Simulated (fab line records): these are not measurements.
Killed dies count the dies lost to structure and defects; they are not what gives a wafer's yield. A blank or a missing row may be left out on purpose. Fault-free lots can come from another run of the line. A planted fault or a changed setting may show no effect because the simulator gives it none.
fab line records / flow n5-finfet / part 2 of 2: steps 20 to 26 of 26
record: lots: 5 wafers: 15 last-day: 16
route steps=1938 shown GATE_CUT@480
lots that met no fault: taken from a fault-free run of the same line
start-h: hours from the record's opening day to when the first of the lot's shown wafers began / wait-h: how many hours have passed since the lot's step before this one / " repeats the value in the row above / L1.1+2: a single row standing in for several wafers / - no value, or no start given / * or withheld: withheld / < > ~ a bound
route shown NAME@n: names a module that has steps shown in the file, with the first one's number in the route / usual: mean and standard deviation over wafers with no fault / same: alike in all rows / chamber/n: place in a boat / sites: readings site by site / _std_site: the values' standard deviation / _edge_site: mean of outer sites minus mean of inner sites / radius-mm: for every site, how far away it sits from the centre of the wafer / mask NAME#n: copy n / behind: the tool/chamber that last shaped the wafer / hold: what put the lot on hold/how long, in hours/how the hold closed / device: the transistor (n, p or np) that didn't switch / end of line: the route-end tests of the same wafers / a step with no rows: only its recipe / killed: dies that structure and defects cost at the first sort, which is not the same as the wafer's yield / map: the dies of a wafer, with x for killed, . for not killed, _ for no die there
set.NAME: the run value of the setting; set.NAME@STEP: its run value at that earlier step / model.NAME: the simulator's own value behind a step, which no gauge read
certain route steps with their lots: each step a table, each wafer a row
services: from which hour (start-h, from the record's first day; less than 0 if before it) a tool's chamber was out of use, for how many hours, and why
== steps ==
step: N5_GATE_CUT_ETCH_19
recipe: chemistry: CH3F/O2 target: SiNx mask-material: SiO2 target-depth-a: 537 time-s: 76.7 pressure-mtorr: 30 source-w: 395 bias-w: 73 Ar_flow_sccm: 150 CH3F_flow_sccm: 30 O2_flow_sccm: 20 ion-energy-ev: 120 ends: cleared
usual: O2_flow_sccm: 20.00/0.056 drypump-motor-current-A: 5.6/0.41 etch-rf-on-time-s: 77.4/1.2 oes-product-au: 0.64/0.06 rf-vpp-V: 296/4.6 showerhead-plenum-p-Torr: 2.00/0.065 throttle-valve-pct: 16.48/0.24
lot.wafer=L083.1 tool=rie-diel-01 chamber=3 start-h=138.26 wait-h=0.0 O2_flow_sccm=20.02 drypump-motor-current-A=5.8 etch-rf-on-time-s=78.5 oes-product-au=0.62 rf-hours-counter-h=163 rf-vpp-V=296 showerhead-plenum-p-Torr=1.91 throttle-valve-pct=16.29
lot.wafer=L083.2 tool=rie-diel-01 chamber=0 start-h=138.26 wait-h=0.0 O2_flow_sccm=19.99 drypump-motor-current-A=5.3 etch-rf-on-time-s=78.7 oes-product-au=0.59 rf-hours-counter-h=235 rf-vpp-V=288 showerhead-plenum-p-Torr=2.04 throttle-valve-pct=16.68
lot.wafer=L083.6 tool=rie-diel-01 chamber=0 start-h=138.26 wait-h=0.0 O2_flow_sccm=20.04 drypump-motor-current-A=5.3 etch-rf-on-time-s=79.0 oes-product-au=0.59 rf-hours-counter-h=- rf-vpp-V=288 showerhead-plenum-p-Torr=2.04 throttle-valve-pct=16.68
lot.wafer=L085.1 tool=rie-diel-04 chamber=2 start-h=158.51 wait-h=0.0 O2_flow_sccm=19.97 drypump-motor-current-A=5.7 etch-rf-on-time-s=77.8 oes-product-au=0.61 rf-hours-counter-h=175 rf-vpp-V=294 showerhead-plenum-p-Torr=2.07 throttle-valve-pct=16.06
lot.wafer=L085.3 tool=rie-diel-04 chamber=3 start-h=158.51 wait-h=0.0 O2_flow_sccm=19.92 drypump-motor-current-A=5.9 etch-rf-on-time-s=77.7 oes-product-au=0.61 rf-hours-counter-h=210 rf-vpp-V=301 showerhead-plenum-p-Torr=1.98 throttle-valve-pct=16.82
lot.wafer=L085.6 tool=rie-diel-04 chamber=3 start-h=158.51 wait-h=0.0 O2_flow_sccm=20.05 drypump-motor-current-A=5.9 etch-rf-on-time-s=78.2 oes-product-au=0.61 rf-hours-counter-h=- rf-vpp-V=299 showerhead-plenum-p-Torr=1.98 throttle-valve-pct=16.82
lot.wafer=L086.1 tool=rie-diel-01 chamber=0 start-h=161.55 wait-h=0.0 O2_flow_sccm=20.06 drypump-motor-current-A=5.2 etch-rf-on-time-s=79.5 oes-product-au=0.58 rf-hours-counter-h=243 rf-vpp-V=288 showerhead-plenum-p-Torr=2.04 throttle-valve-pct=16.71
lot.wafer=L086.4 tool=rie-diel-01 chamber=1 start-h=161.55 wait-h=0.0 O2_flow_sccm=20.00 drypump-motor-current-A=6.0 etch-rf-on-time-s=76.5 oes-product-au=0.76 rf-hours-counter-h=27 rf-vpp-V=301 showerhead-plenum-p-Torr=2.04 throttle-valve-pct=15.98
lot.wafer=L086.6 tool=rie-diel-01 chamber=2 start-h=161.55 wait-h=0.0 O2_flow_sccm=19.93 drypump-motor-current-A=6.2 etch-rf-on-time-s=79.5 oes-product-au=0.62 rf-hours-counter-h=- rf-vpp-V=290 showerhead-plenum-p-Torr=2.00 throttle-valve-pct=16.45
lot.wafer=L089.2 tool=rie-diel-03 chamber=3 start-h=175.20 wait-h=0.0 O2_flow_sccm=20.00 drypump-motor-current-A=5.2 etch-rf-on-time-s=76.6 oes-product-au=0.64 rf-hours-counter-h=176 rf-vpp-V=297 showerhead-plenum-p-Torr=2.09 throttle-valve-pct=16.64
lot.wafer=L089.3 tool=rie-diel-03 chamber=1 start-h=175.20 wait-h=0.0 O2_flow_sccm=19.99 drypump-motor-current-A=5.8 etch-rf-on-time-s=77.7 oes-product-au=0.63 rf-hours-counter-h=179 rf-vpp-V=297 showerhead-plenum-p-Torr=2.01 throttle-valve-pct=16.59
lot.wafer=L089.4 tool=rie-diel-03 chamber=2 start-h=175.20 wait-h=0.0 O2_flow_sccm=19.91 drypump-motor-current-A=5.5 etch-rf-on-time-s=78.0 oes-product-au=0.64 rf-hours-counter-h=164 rf-vpp-V=287 showerhead-plenum-p-Torr=1.93 throttle-valve-pct=16.64
lot.wafer=L096.1 tool=rie-diel-03 chamber=3 start-h=218.15 wait-h=0.0 O2_flow_sccm=19.93 drypump-motor-current-A=5.3 etch-rf-on-time-s=78.2 oes-product-au=0.63 rf-hours-counter-h=192 rf-vpp-V=297 showerhead-plenum-p-Torr=2.09 throttle-valve-pct=16.69
lot.wafer=L096.3 tool=rie-diel-03 chamber=0 start-h=218.15 wait-h=0.0 O2_flow_sccm=20.05 drypump-motor-current-A=5.6 etch-rf-on-time-s=78.7 oes-product-au=0.61 rf-hours-counter-h=157 rf-vpp-V=298 showerhead-plenum-p-Torr=2.08 throttle-valve-pct=16.62
lot.wafer=L096.6 tool=rie-diel-03 chamber=3 start-h=218.15 wait-h=0.0 O2_flow_sccm=19.85 drypump-motor-current-A=5.2 etch-rf-on-time-s=78.3 oes-product-au=0.63 rf-hours-counter-h=- rf-vpp-V=296 showerhead-plenum-p-Torr=2.09 throttle-valve-pct=16.69
step: N5_GATE_CUT_CUT_ETCH_53
recipe: chemistry: SF6/Cl2 target: W mask-material: SiO2 target-depth-a: 792 pressure-mtorr: 8 icp-w: 900 bias-w: 80 SF6_flow_sccm: 40 Cl2_flow_sccm: 60 ends: cleared
usual: drypump-motor-current-A: 5.9/0.42 etch-rf-on-time-s: 26.2/0.36 oes-product-au: 0.74/0.036 throttle-valve-pct: 28.99/0.17
lot.wafer=L083.1 tool=rie-metal-02 chamber=1 start-h=138.37 wait-h=0.1 drypump-motor-current-A=5.2 etch-rf-on-time-s=25.9 oes-product-au=0.78 rf-hours-counter-h=22 throttle-valve-pct=28.93
lot.wafer=L083.2 tool=rie-metal-02 chamber=0 start-h=138.37 wait-h=0.1 drypump-motor-current-A=6.4 etch-rf-on-time-s=26.5 oes-product-au=0.70 rf-hours-counter-h=38 throttle-valve-pct=28.78
lot.wafer=L083.6 tool=rie-metal-02 chamber=0 start-h=138.37 wait-h=0.1 drypump-motor-current-A=6.4 etch-rf-on-time-s=26.7 oes-product-au=0.69 rf-hours-counter-h=- throttle-valve-pct=28.77
lot.wafer=L085.1 tool=rie-metal-02 chamber=1 start-h=158.62 wait-h=0.1 drypump-motor-current-A=5.2 etch-rf-on-time-s=25.6 oes-product-au=0.78 rf-hours-counter-h=23 throttle-valve-pct=28.96
lot.wafer=L085.3 tool=rie-metal-02 chamber=0 start-h=158.62 wait-h=0.1 drypump-motor-current-A=6.3 etch-rf-on-time-s=26.9 oes-product-au=0.69 rf-hours-counter-h=- throttle-valve-pct=28.76
lot.wafer=L085.6 tool=rie-metal-02 chamber=0 start-h=158.62 wait-h=0.1 drypump-motor-current-A=6.4 etch-rf-on-time-s=26.7 oes-product-au=0.70 rf-hours-counter-h=- throttle-valve-pct=28.77
lot.wafer=L086.1 tool=rie-metal-01 chamber=0 start-h=161.65 wait-h=0.1 drypump-motor-current-A=5.8 etch-rf-on-time-s=26.8 oes-product-au=0.72 rf-hours-counter-h=38 throttle-valve-pct=29.07
lot.wafer=L086.4 tool=rie-metal-01 chamber=0 start-h=161.65 wait-h=0.1 drypump-motor-current-A=5.8 etch-rf-on-time-s=26.8 oes-product-au=0.72 rf-hours-counter-h=- throttle-valve-pct=29.07
lot.wafer=L086.6 tool=rie-metal-01 chamber=1 start-h=161.65 wait-h=0.1 drypump-motor-current-A=5.8 etch-rf-on-time-s=26.7 oes-product-au=0.72 rf-hours-counter-h=- throttle-valve-pct=29.14
lot.wafer=L089.2 tool=rie-metal-03 chamber=0 start-h=175.30 wait-h=0.1 drypump-motor-current-A=6.5 etch-rf-on-time-s=26.0 oes-product-au=0.75 rf-hours-counter-h=21 throttle-valve-pct=28.83
lot.wafer=L089.3 tool=rie-metal-03 chamber=0 start-h=175.30 wait-h=0.1 drypump-motor-current-A=6.5 etch-rf-on-time-s=26.2 oes-product-au=0.76 rf-hours-counter-h=- throttle-valve-pct=28.83
lot.wafer=L089.4 tool=rie-metal-03 chamber=1 start-h=175.30 wait-h=0.1 drypump-motor-current-A=6.1 etch-rf-on-time-s=26.4 oes-product-au=0.82 rf-hours-counter-h=- throttle-valve-pct=29.29
lot.wafer=L096.1 tool=rie-metal-02 chamber=0 start-h=218.26 wait-h=0.1 drypump-motor-current-A=6.4 etch-rf-on-time-s=26.7 oes-product-au=0.68 rf-hours-counter-h=44 throttle-valve-pct=28.77
lot.wafer=L096.3 tool=rie-metal-02 chamber=1 start-h=218.26 wait-h=0.1 drypump-motor-current-A=5.2 etch-rf-on-time-s=25.7 oes-product-au=0.75 rf-hours-counter-h=- throttle-valve-pct=28.96
lot.wafer=L096.6 tool=rie-metal-02 chamber=0 start-h=218.26 wait-h=0.1 drypump-motor-current-A=6.3 etch-rf-on-time-s=26.8 oes-product-au=0.68 rf-hours-counter-h=- throttle-valve-pct=28.76
step: N5_GATE_CUT_CUT_ETCH_54
recipe: chemistry: Cl2/BCl3 target: TiN mask-material: SiO2 target-depth-a: 967 pressure-mtorr: 10 icp-w: 1000 bias-w: 126 Cl2_flow_sccm: 53.25 bcl3-flow-sccm: 21.75 Ar_flow_sccm: 25 ends: cleared
usual: drypump-motor-current-A: 5.9/0.42 etch-rf-on-time-s: 36.6/0.44 oes-product-au: 0.74/0.035 throttle-valve-pct: 22.20/0.15
lot.wafer=L083.1 tool=rie-metal-02 chamber=1 start-h=138.43 wait-h=0.0 drypump-motor-current-A=5.2 etch-rf-on-time-s=36.0 oes-product-au=0.77 rf-hours-counter-h=22 throttle-valve-pct=22.22
lot.wafer=L083.2 tool=rie-metal-02 chamber=0 start-h=138.43 wait-h=0.0 drypump-motor-current-A=6.4 etch-rf-on-time-s=37.0 oes-product-au=0.70 rf-hours-counter-h=38 throttle-valve-pct=22.01
lot.wafer=L083.6 tool=rie-metal-02 chamber=0 start-h=138.43 wait-h=0.0 drypump-motor-current-A=6.3 etch-rf-on-time-s=36.9 oes-product-au=0.70 rf-hours-counter-h=- throttle-valve-pct=22.01
lot.wafer=L085.1 tool=rie-metal-02 chamber=1 start-h=158.68 wait-h=0.0 drypump-motor-current-A=5.2 etch-rf-on-time-s=35.5 oes-product-au=0.78 rf-hours-counter-h=23 throttle-valve-pct=22.21
lot.wafer=L085.3 tool=rie-metal-02 chamber=0 start-h=158.68 wait-h=0.0 drypump-motor-current-A=6.4 etch-rf-on-time-s=36.7 oes-product-au=0.71 rf-hours-counter-h=- throttle-valve-pct=22.02
lot.wafer=L085.6 tool=rie-metal-02 chamber=0 start-h=158.68 wait-h=0.0 drypump-motor-current-A=6.4 etch-rf-on-time-s=37.1 oes-product-au=0.70 rf-hours-counter-h=- throttle-valve-pct=22.01
lot.wafer=L086.1 tool=rie-metal-01 chamber=0 start-h=161.71 wait-h=0.0 drypump-motor-current-A=5.8 etch-rf-on-time-s=36.7 oes-product-au=0.72 rf-hours-counter-h=38 throttle-valve-pct=22.17
lot.wafer=L086.4 tool=rie-metal-01 chamber=0 start-h=161.71 wait-h=0.0 drypump-motor-current-A=5.8 etch-rf-on-time-s=36.6 oes-product-au=0.73 rf-hours-counter-h=- throttle-valve-pct=22.17
lot.wafer=L086.6 tool=rie-metal-01 chamber=1 start-h=161.71 wait-h=0.0 drypump-motor-current-A=5.8 etch-rf-on-time-s=36.9 oes-product-au=0.72 rf-hours-counter-h=- throttle-valve-pct=22.24
lot.wafer=L089.2 tool=rie-metal-03 chamber=0 start-h=175.36 wait-h=0.0 drypump-motor-current-A=6.5 etch-rf-on-time-s=36.8 oes-product-au=0.75 rf-hours-counter-h=21 throttle-valve-pct=22.18
lot.wafer=L089.3 tool=rie-metal-03 chamber=0 start-h=175.36 wait-h=0.0 drypump-motor-current-A=6.5 etch-rf-on-time-s=36.8 oes-product-au=0.75 rf-hours-counter-h=- throttle-valve-pct=22.17
lot.wafer=L089.4 tool=rie-metal-03 chamber=1 start-h=175.36 wait-h=0.0 drypump-motor-current-A=6.2 etch-rf-on-time-s=37.0 oes-product-au=0.82 rf-hours-counter-h=- throttle-valve-pct=22.63
lot.wafer=L096.1 tool=rie-metal-02 chamber=0 start-h=218.32 wait-h=0.0 drypump-motor-current-A=6.3 etch-rf-on-time-s=36.7 oes-product-au=0.69 rf-hours-counter-h=44 throttle-valve-pct=22.02
lot.wafer=L096.3 tool=rie-metal-02 chamber=1 start-h=218.32 wait-h=0.0 drypump-motor-current-A=5.2 etch-rf-on-time-s=36.4 oes-product-au=0.75 rf-hours-counter-h=- throttle-valve-pct=22.22
lot.wafer=L096.6 tool=rie-metal-02 chamber=0 start-h=218.32 wait-h=0.0 drypump-motor-current-A=6.4 etch-rf-on-time-s=36.9 oes-product-au=0.69 rf-hours-counter-h=- throttle-valve-pct=22.02
step: N5_GATE_CUT_CUT_ETCH_55
recipe: chemistry: BCl3 target: HfO2 mask-material: SiO2 target-depth-a: 32 ion-energy-ev: 30 pressure-mtorr: 5 icp-w: 450 bias-w: 18 bcl3-flow-sccm: 80
usual: drypump-motor-current-A: 5.9/0.42 oes-product-au: 0.82/0.036 throttle-valve-pct: 33.16/0.29
lot.wafer=L083.1 tool=rie-metal-02 chamber=1 start-h=138.49 wait-h=0.0 drypump-motor-current-A=5.2 oes-product-au=0.84 rf-hours-counter-h=22 throttle-valve-pct=33.01
lot.wafer=L083.2 tool=rie-metal-02 chamber=0 start-h=138.49 wait-h=0.0 drypump-motor-current-A=6.3 oes-product-au=0.78 rf-hours-counter-h=38 throttle-valve-pct=32.94
lot.wafer=L083.6 tool=rie-metal-02 chamber=0 start-h=138.49 wait-h=0.0 drypump-motor-current-A=6.3 oes-product-au=0.78 rf-hours-counter-h=- throttle-valve-pct=32.93
lot.wafer=L085.1 tool=rie-metal-02 chamber=1 start-h=158.74 wait-h=0.0 drypump-motor-current-A=5.2 oes-product-au=0.85 rf-hours-counter-h=23 throttle-valve-pct=32.99
lot.wafer=L085.3 tool=rie-metal-02 chamber=0 start-h=158.74 wait-h=0.0 drypump-motor-current-A=6.4 oes-product-au=0.78 rf-hours-counter-h=- throttle-valve-pct=32.94
lot.wafer=L085.6 tool=rie-metal-02 chamber=0 start-h=158.74 wait-h=0.0 drypump-motor-current-A=6.3 oes-product-au=0.78 rf-hours-counter-h=- throttle-valve-pct=32.94
lot.wafer=L086.1 tool=rie-metal-01 chamber=0 start-h=161.77 wait-h=0.0 drypump-motor-current-A=5.8 oes-product-au=0.81 rf-hours-counter-h=39 throttle-valve-pct=33.41
lot.wafer=L086.4 tool=rie-metal-01 chamber=0 start-h=161.77 wait-h=0.0 drypump-motor-current-A=5.8 oes-product-au=0.81 rf-hours-counter-h=- throttle-valve-pct=33.41
lot.wafer=L086.6 tool=rie-metal-01 chamber=1 start-h=161.77 wait-h=0.0 drypump-motor-current-A=5.8 oes-product-au=0.80 rf-hours-counter-h=- throttle-valve-pct=33.37
lot.wafer=L089.2 tool=rie-metal-03 chamber=0 start-h=175.42 wait-h=0.0 drypump-motor-current-A=6.5 oes-product-au=0.85 rf-hours-counter-h=21 throttle-valve-pct=32.66
lot.wafer=L089.3 tool=rie-metal-03 chamber=0 start-h=175.42 wait-h=0.0 drypump-motor-current-A=6.5 oes-product-au=0.84 rf-hours-counter-h=- throttle-valve-pct=32.67
lot.wafer=L089.4 tool=rie-metal-03 chamber=1 start-h=175.42 wait-h=0.0 drypump-motor-current-A=6.2 oes-product-au=0.89 rf-hours-counter-h=- throttle-valve-pct=33.58
lot.wafer=L096.1 tool=rie-metal-02 chamber=0 start-h=218.38 wait-h=0.0 drypump-motor-current-A=6.4 oes-product-au=0.76 rf-hours-counter-h=44 throttle-valve-pct=32.94
lot.wafer=L096.3 tool=rie-metal-02 chamber=1 start-h=218.38 wait-h=0.0 drypump-motor-current-A=5.2 oes-product-au=0.82 rf-hours-counter-h=- throttle-valve-pct=33.01
lot.wafer=L096.6 tool=rie-metal-02 chamber=0 start-h=218.38 wait-h=0.0 drypump-motor-current-A=6.4 oes-product-au=0.77 rf-hours-counter-h=- throttle-valve-pct=32.93
step: N5_GATE_CUT_ETCH_47
recipe: chemistry: Cl2/BCl3 target: SiO2 target-depth-a: 100 pressure-mtorr: 10 icp-w: 1000 bias-w: 126 Cl2_flow_sccm: 53.25 bcl3-flow-sccm: 21.75 Ar_flow_sccm: 25
usual: drypump-motor-current-A: 5.9/0.42 oes-product-au: 0.82/0.037 throttle-valve-pct: 22.74/0.15
lot.wafer=L083.1 tool=rie-metal-02 chamber=1 start-h=138.52 wait-h=0.0 drypump-motor-current-A=5.2 oes-product-au=0.86 rf-hours-counter-h=22 throttle-valve-pct=22.77
lot.wafer=L083.2 tool=rie-metal-02 chamber=0 start-h=138.52 wait-h=0.0 drypump-motor-current-A=6.4 oes-product-au=0.78 rf-hours-counter-h=38 throttle-valve-pct=22.53
lot.wafer=L083.6 tool=rie-metal-02 chamber=0 start-h=138.52 wait-h=0.0 drypump-motor-current-A=6.4 oes-product-au=0.78 rf-hours-counter-h=- throttle-valve-pct=22.54
lot.wafer=L085.1 tool=rie-metal-02 chamber=1 start-h=158.77 wait-h=0.0 drypump-motor-current-A=5.2 oes-product-au=0.85 rf-hours-counter-h=23 throttle-valve-pct=22.79
lot.wafer=L085.3 tool=rie-metal-02 chamber=0 start-h=158.77 wait-h=0.0 drypump-motor-current-A=6.3 oes-product-au=0.78 rf-hours-counter-h=- throttle-valve-pct=22.56
lot.wafer=L085.6 tool=rie-metal-02 chamber=0 start-h=158.77 wait-h=0.0 drypump-motor-current-A=6.3 oes-product-au=0.78 rf-hours-counter-h=- throttle-valve-pct=22.55
lot.wafer=L086.1 tool=rie-metal-01 chamber=0 start-h=161.80 wait-h=0.0 drypump-motor-current-A=5.8 oes-product-au=0.80 rf-hours-counter-h=39 throttle-valve-pct=22.73
lot.wafer=L086.4 tool=rie-metal-01 chamber=0 start-h=161.80 wait-h=0.0 drypump-motor-current-A=5.8 oes-product-au=0.81 rf-hours-counter-h=- throttle-valve-pct=22.72
lot.wafer=L086.6 tool=rie-metal-01 chamber=1 start-h=161.80 wait-h=0.0 drypump-motor-current-A=5.8 oes-product-au=0.79 rf-hours-counter-h=- throttle-valve-pct=22.79
lot.wafer=L089.2 tool=rie-metal-03 chamber=0 start-h=175.45 wait-h=0.0 drypump-motor-current-A=6.5 oes-product-au=0.84 rf-hours-counter-h=21 throttle-valve-pct=22.70
lot.wafer=L089.3 tool=rie-metal-03 chamber=0 start-h=175.45 wait-h=0.0 drypump-motor-current-A=6.5 oes-product-au=0.85 rf-hours-counter-h=- throttle-valve-pct=22.71
lot.wafer=L089.4 tool=rie-metal-03 chamber=1 start-h=175.45 wait-h=0.0 drypump-motor-current-A=6.2 oes-product-au=0.92 rf-hours-counter-h=- throttle-valve-pct=23.15
lot.wafer=L096.1 tool=rie-metal-02 chamber=0 start-h=218.41 wait-h=0.0 drypump-motor-current-A=6.3 oes-product-au=0.76 rf-hours-counter-h=44 throttle-valve-pct=22.55
lot.wafer=L096.3 tool=rie-metal-02 chamber=1 start-h=218.41 wait-h=0.0 drypump-motor-current-A=5.2 oes-product-au=0.82 rf-hours-counter-h=- throttle-valve-pct=22.78
lot.wafer=L096.6 tool=rie-metal-02 chamber=0 start-h=218.41 wait-h=0.0 drypump-motor-current-A=6.3 oes-product-au=0.77 rf-hours-counter-h=- throttle-valve-pct=22.54
step: N5_GATE_CUT_VAPOR_ETCH_48
recipe: chemistry: BCl3/Cl2 target: TiN mode: isotropic
usual: drypump-motor-current-A: 5.9/0.42 oes-product-au: 0.82/0.036
lot.wafer=L083.1 tool=rie-metal-02 chamber=1 start-h=138.55 wait-h=0.0 drypump-motor-current-A=5.2 oes-product-au=0.85
lot.wafer=L083.2 tool=rie-metal-02 chamber=0 start-h=138.55 wait-h=0.0 drypump-motor-current-A=6.4 oes-product-au=0.79
lot.wafer=L083.6 tool=rie-metal-02 chamber=0 start-h=138.55 wait-h=0.0 drypump-motor-current-A=6.4 oes-product-au=0.79
lot.wafer=L085.1 tool=rie-metal-02 chamber=1 start-h=158.80 wait-h=0.0 drypump-motor-current-A=5.2 oes-product-au=0.85
lot.wafer=L085.3 tool=rie-metal-02 chamber=0 start-h=158.80 wait-h=0.0 drypump-motor-current-A=6.4 oes-product-au=0.77
lot.wafer=L085.6 tool=rie-metal-02 chamber=0 start-h=158.80 wait-h=0.0 drypump-motor-current-A=6.4 oes-product-au=0.78
lot.wafer=L086.1 tool=rie-metal-01 chamber=0 start-h=161.83 wait-h=0.0 drypump-motor-current-A=5.8 oes-product-au=0.81
lot.wafer=L086.4 tool=rie-metal-01 chamber=0 start-h=161.83 wait-h=0.0 drypump-motor-current-A=5.8 oes-product-au=0.82
lot.wafer=L086.6 tool=rie-metal-01 chamber=1 start-h=161.83 wait-h=0.0 drypump-motor-current-A=5.8 oes-product-au=0.80
lot.wafer=L089.2 tool=rie-metal-03 chamber=0 start-h=175.48 wait-h=0.0 drypump-motor-current-A=6.5 oes-product-au=0.83
lot.wafer=L089.3 tool=rie-metal-03 chamber=0 start-h=175.48 wait-h=0.0 drypump-motor-current-A=6.5 oes-product-au=0.84
lot.wafer=L089.4 tool=rie-metal-03 chamber=1 start-h=175.48 wait-h=0.0 drypump-motor-current-A=6.1 oes-product-au=0.90
lot.wafer=L096.1 tool=rie-metal-02 chamber=0 start-h=218.44 wait-h=0.0 drypump-motor-current-A=6.3 oes-product-au=0.77
lot.wafer=L096.3 tool=rie-metal-02 chamber=1 start-h=218.44 wait-h=0.0 drypump-motor-current-A=5.2 oes-product-au=0.83
lot.wafer=L096.6 tool=rie-metal-02 chamber=0 start-h=218.44 wait-h=0.0 drypump-motor-current-A=6.3 oes-product-au=0.77
step: N5_GATE_CUT_VAPOR_ETCH_49
recipe: chemistry: BCl3/Cl2 target: TiAlC mode: isotropic
usual: drypump-motor-current-A: 5.9/0.42 oes-product-au: 0.82/0.036
lot.wafer=L083.1 tool=rie-metal-02 chamber=1 start-h=138.58 wait-h=0.0 drypump-motor-current-A=5.2 oes-product-au=0.84
lot.wafer=L083.2 tool=rie-metal-02 chamber=0 start-h=138.58 wait-h=0.0 drypump-motor-current-A=6.4 oes-product-au=0.78
lot.wafer=L083.6 tool=rie-metal-02 chamber=0 start-h=138.58 wait-h=0.0 drypump-motor-current-A=6.4 oes-product-au=0.78
lot.wafer=L085.1 tool=rie-metal-02 chamber=1 start-h=158.83 wait-h=0.0 drypump-motor-current-A=5.2 oes-product-au=0.84
lot.wafer=L085.3 tool=rie-metal-02 chamber=0 start-h=158.83 wait-h=0.0 drypump-motor-current-A=6.3 oes-product-au=0.78
lot.wafer=L085.6 tool=rie-metal-02 chamber=0 start-h=158.83 wait-h=0.0 drypump-motor-current-A=6.4 oes-product-au=0.78
lot.wafer=L086.1 tool=rie-metal-01 chamber=0 start-h=161.86 wait-h=0.0 drypump-motor-current-A=5.8 oes-product-au=0.82
lot.wafer=L086.4 tool=rie-metal-01 chamber=0 start-h=161.86 wait-h=0.0 drypump-motor-current-A=5.8 oes-product-au=0.81
lot.wafer=L086.6 tool=rie-metal-01 chamber=1 start-h=161.86 wait-h=0.0 drypump-motor-current-A=5.8 oes-product-au=0.80
lot.wafer=L089.2 tool=rie-metal-03 chamber=0 start-h=175.51 wait-h=0.0 drypump-motor-current-A=6.4 oes-product-au=0.84
lot.wafer=L089.3 tool=rie-metal-03 chamber=0 start-h=175.51 wait-h=0.0 drypump-motor-current-A=6.5 oes-product-au=0.84
lot.wafer=L089.4 tool=rie-metal-03 chamber=1 start-h=175.51 wait-h=0.0 drypump-motor-current-A=6.1 oes-product-au=0.91
lot.wafer=L096.1 tool=rie-metal-02 chamber=0 start-h=218.47 wait-h=0.0 drypump-motor-current-A=6.4 oes-product-au=0.77
lot.wafer=L096.3 tool=rie-metal-02 chamber=1 start-h=218.47 wait-h=0.0 drypump-motor-current-A=5.2 oes-product-au=0.83
lot.wafer=L096.6 tool=rie-metal-02 chamber=0 start-h=218.47 wait-h=0.0 drypump-motor-current-A=6.4 oes-product-au=0.77
== services ==
tool=rie-diel-04 chamber=3 start-h=126.58 hours=27.6 kind=repair
tool=rie-diel-01 chamber=- start-h=126.93 hours=0.3 kind=repair
tool=euv-scanner-01 chamber=- start-h=128.82 hours=0.4 kind=repair
tool=rie-diel-04 chamber=- start-h=138.91 hours=0.5 kind=repair
tool=euv-scanner-01 chamber=- start-h=138.99 hours=5.4 kind=repair
tool=rie-metal-02 chamber=- start-h=141.53 hours=14.6 kind=pm
tool=euv-scanner-02 chamber=- start-h=150.55 hours=1.0 kind=pm
tool=rie-diel-04 chamber=1 start-h=154.34 hours=- kind=clean
tool=rie-diel-04 chamber=1 start-h=154.34 hours=- kind=consumable-replace:focus-ring
tool=rie-diel-04 chamber=1 start-h=154.34 hours=25.1 kind=scheduled-down
tool=rie-diel-04 chamber=1 start-h=154.34 hours=25.1 kind=vent-cycle
tool=euv-scanner-01 chamber=- start-h=158.53 hours=1.0 kind=pm
tool=litho-track-05 chamber=- start-h=173.30 hours=- kind=consumable-replace:filter
tool=rie-metal-03 chamber=1 start-h=181.20 hours=12.1 kind=repair
tool=rie-diel-01 chamber=0 start-h=188.11 hours=- kind=clean
tool=rie-diel-01 chamber=0 start-h=188.11 hours=- kind=consumable-replace:focus-ring
tool=rie-diel-01 chamber=0 start-h=188.11 hours=20.4 kind=scheduled-down
tool=rie-diel-01 chamber=0 start-h=188.11 hours=20.4 kind=vent-cycle
tool=euv-scanner-02 chamber=- start-h=194.49 hours=4.6 kind=pm
tool=rie-diel-01 chamber=1 start-h=203.57 hours=15.6 kind=repair
tool=euv-scanner-02 chamber=- start-h=206.70 hours=1.0 kind=pm
tool=litho-track-01 chamber=- start-h=207.81 hours=- kind=consumable-replace:filter
tool=euv-scanner-02 chamber=- start-h=214.39 hours=1.1 kind=repair
tool=euv-scanner-01 chamber=- start-h=215.47 hours=1.0 kind=pm
